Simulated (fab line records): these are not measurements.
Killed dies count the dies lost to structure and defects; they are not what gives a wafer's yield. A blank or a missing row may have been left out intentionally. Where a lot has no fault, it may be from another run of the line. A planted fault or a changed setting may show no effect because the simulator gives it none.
Chamber matching || flow n5 finfet || N5_BEOL_M6_CMP_52 on cmp-02: 4 sister chambers
The step polishes, stops on SiCOH lowk, t overpolish 6.9 s, target thk 80 nm. 16 wafers are shown with their chamber, then 8 later ones without.

EACH WAFER AND ITS CHAMBER
{"wafer": "L074.1", "chamber": 2, "motor current A (A)": 5.8, "time to endpoint s (s)": 64.1, "barrier field endpoint s (s)": 29.2}
{"wafer": "L074.3", "chamber": 3, "motor current A (A)": 7.4, "time to endpoint s (s)": 62.2, "barrier field endpoint s (s)": 29.2}
{"wafer": "L074.5", "chamber": 3, "motor current A (A)": 7.2, "time to endpoint s (s)": 64.0, "barrier field endpoint s (s)": 29.5}
{"wafer": "L077.1", "chamber": 1, "motor current A (A)": 5.9, "time to endpoint s (s)": 61.9, "barrier field endpoint s (s)": 28.2}
{"wafer": "L077.4", "chamber": 3, "motor current A (A)": 7.3, "time to endpoint s (s)": 61.8, "barrier field endpoint s (s)": 29.4}
{"wafer": "L077.6", "chamber": 0, "motor current A (A)": 5.7, "time to endpoint s (s)": 62.4, "barrier field endpoint s (s)": 29.2}
{"wafer": "L082.3", "chamber": 2, "motor current A (A)": 5.4, "time to endpoint s (s)": 69.2, "barrier field endpoint s (s)": 29.6}
{"wafer": "L082.4", "chamber": 3, "motor current A (A)": 7.1, "time to endpoint s (s)": 64.6, "barrier field endpoint s (s)": 28.6}
{"wafer": "L082.5", "chamber": 1, "motor current A (A)": 5.6, "time to endpoint s (s)": 62.0, "barrier field endpoint s (s)": 28.5}
{"wafer": "L085.2", "chamber": 3, "motor current A (A)": 7.5, "time to endpoint s (s)": 61.7, "barrier field endpoint s (s)": 28.2}
{"wafer": "L085.4", "chamber": 1, "motor current A (A)": 5.9, "time to endpoint s (s)": 60.7, "barrier field endpoint s (s)": 28.4}
{"wafer": "L085.5", "chamber": 0, "motor current A (A)": 5.5, "time to endpoint s (s)": 63.6, "barrier field endpoint s (s)": 28.1}
{"wafer": "L089.1", "chamber": 3, "motor current A (A)": 7.6, "time to endpoint s (s)": 65.5, "barrier field endpoint s (s)": 30.1}
{"wafer": "L089.3", "chamber": 2, "motor current A (A)": 5.4, "time to endpoint s (s)": 65.7, "barrier field endpoint s (s)": 30.1}
{"wafer": "L089.4", "chamber": 1, "motor current A (A)": 5.8, "time to endpoint s (s)": 63.6, "barrier field endpoint s (s)": 29.5}
{"wafer": "L092.1", "chamber": 3, "motor current A (A)": 7.2, "time to endpoint s (s)": 61.0, "barrier field endpoint s (s)": 28.6}

SIGNATURES (averages over the wafers above)
{"reading": "motor current A", "chamber 0": 5.600, "chamber 1": 5.800, "chamber 2": 5.533, "chamber 3": 7.329, "scatter within a chamber": 0.178}
{"reading": "time to endpoint s", "chamber 0": 63.000, "chamber 1": 62.050, "chamber 2": 66.333, "chamber 3": 62.971, "scatter within a chamber": 1.74}
{"reading": "barrier field endpoint s", "chamber 0": 28.650, "chamber 1": 28.650, "chamber 2": 29.633, "chamber 3": 29.086, "scatter within a chamber": 0.618}
Rule: a wafer lies at a distance from a chamber equal to the root of the sum of squares, over the readings, of (its reading less the chamber's mean, divided by the reading's scatter). The wafer belongs to the nearest chamber; if the next one is less than 2 further off, it can't be placed. The scatter: the root of (the sum of the squares of (reading less its chamber's mean) over the shown wafers, divided by (wafers less chambers)).

WAFERS MISSING THEIR CHAMBER
{"wafer": "L092.4", "motor current A (A)": 5.8, "time to endpoint s (s)": 63.0, "barrier field endpoint s (s)": 29.4}
{"wafer": "L092.5", "motor current A (A)": 7.3, "time to endpoint s (s)": 60.3, "barrier field endpoint s (s)": 29.4}
{"wafer": "L094.2", "motor current A (A)": 7.5, "time to endpoint s (s)": 63.6, "barrier field endpoint s (s)": 29.3}
{"wafer": "L094.3", "motor current A (A)": 5.7, "time to endpoint s (s)": 57.0, "barrier field endpoint s (s)": 27.8}
{"wafer": "L094.5", "motor current A (A)": 8.1, "time to endpoint s (s)": 61.2, "barrier field endpoint s (s)": 29.1}
{"wafer": "L095.2", "motor current A (A)": 5.6, "time to endpoint s (s)": 65.2, "barrier field endpoint s (s)": 29.1}
{"wafer": "L095.4", "motor current A (A)": 7.3, "time to endpoint s (s)": 61.5, "barrier field endpoint s (s)": 29.3}
{"wafer": "L095.6", "motor current A (A)": 5.7, "time to endpoint s (s)": 65.2, "barrier field endpoint s (s)": 29.5}

CHAMBER TAKEN BY EACH
{"wafer": "L092.4", "from the rows above": "can't be placed: 1 or 0 or 2", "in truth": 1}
{"wafer": "L092.5", "from the rows above": 3, "in truth": 3}
{"wafer": "L094.2", "from the rows above": 3, "in truth": 3}
{"wafer": "L094.3", "from the rows above": "can't be placed: 1 or 0", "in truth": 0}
{"wafer": "L094.5", "from the rows above": 3, "in truth": 3}
{"wafer": "L095.2", "from the rows above": "can't be placed: 2 or 0 or 1", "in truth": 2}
{"wafer": "L095.4", "from the rows above": 3, "in truth": 3}
{"wafer": "L095.6", "from the rows above": "can't be placed: 2 or 0 or 1", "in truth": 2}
4 of 8 placed correctly. Cannot be placed on the basis of these rows: 4; the candidates contain the true chamber in 4. Placed wrongly: 0.
